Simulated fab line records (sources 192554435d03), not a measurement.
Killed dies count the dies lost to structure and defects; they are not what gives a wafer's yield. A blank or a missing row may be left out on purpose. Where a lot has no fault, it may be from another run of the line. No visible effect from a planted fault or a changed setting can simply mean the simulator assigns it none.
Which tool did it? -- flow n5 finfet -- 9 lots, 26 wafers sampled, at 2 steps of a route of 1938

WHAT THE GAUGES READ, wafer by wafer
N5_FIN_SAQP_THK_MEAS_05.
lot,measured,on,thk nm (nm)
L685,day 1 21:05,film metro-01,37.6 37.0 37.8
L687,day 2 09:24,film metro-01,38.1 37.7 38.2
L689,day 2 21:25,film metro-01,38.4 39.0 38.5
L691,day 3 09:36,film metro-01,37.6 38.0 38.4
L696,day 4 15:46,film metro-02,37.5 37.6 37.8
L698,day 5 05:33,film metro-01,53.0 38.6 38.6
L701,day 5 21:36,film metro-01,53.6 37.7 53.9
L703,day 6 10:25,film metro-02,52.7 53.4
L708,day 7 17:28,film metro-01,37.2 37.1 37.6

WHICH TOOL RAN EACH LOT (tool, then ch and the chambers of the sampled wafers, then the start)
lot,N5_FIN_SAQP_HM_DEP_03
L685,"pecvd-04 ch 0,1, day 1 21:00"
L687,"pecvd-02 ch 1,2, day 2 09:19"
L689,"pecvd-01 ch 0,1,2, day 2 21:19"
L691,"pecvd-04 ch 0,1, day 3 09:31"
L696,"pecvd-02 ch 1,2, day 4 15:40"
L698,"pecvd-02 ch 1,2, day 5 05:28"
L701,"pecvd-02 ch 1,2, day 5 21:29"
L703,"pecvd-02 ch 1,2, day 6 10:20"
L708,"pecvd-04 ch 0,2, day 7 17:23"
- N5_FIN_SAQP_HM_DEP_03: deposits SiNx from SiH4/NH3/N2, target thk 38 nm, time 33.6 s.

THE ANSWER, worked out from the rows above alone
Rule: the usual values come from the lots themselves. Put in order of their means at a reading, lots are off if they are a third of the lots or fewer, leave a main group of 4 or more, and stand apart from it by a gap of 3 or more times the standard deviation of the main group's means; of several such gaps the widest counts. The tables above print the reading to a certain number of digits; a main group whose means all agree to those digits is not used. Also off: a lot with no number at a reading for which 4 or more lots have one. Any other lot the step has rows for is counted as sound.
Off at N5_FIN_SAQP_THK_MEAS_05 (thk nm): L698, L701, L703. Mean 37.8 nm and standard deviation 0.44 in the main group.
If a tool, at a process step before that reading, ran all the lots that are off and no sound lot after the first of them, it fits. Gauges at N5_FIN_SAQP_THK_MEAS_05: tried the same way as those tools. One fits: pecvd-02 at N5_FIN_SAQP_HM_DEP_03. A fault onset in the window from L696 (day 4 15:40, its last sound lot) to L698 (day 5 05:28, its first lot off) fits.

WHAT THE SIMULATOR HAD PUT IN
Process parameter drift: pecvd-02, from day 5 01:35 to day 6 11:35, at N5_FIN_SAQP_HM_DEP_03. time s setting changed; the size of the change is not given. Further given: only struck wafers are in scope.
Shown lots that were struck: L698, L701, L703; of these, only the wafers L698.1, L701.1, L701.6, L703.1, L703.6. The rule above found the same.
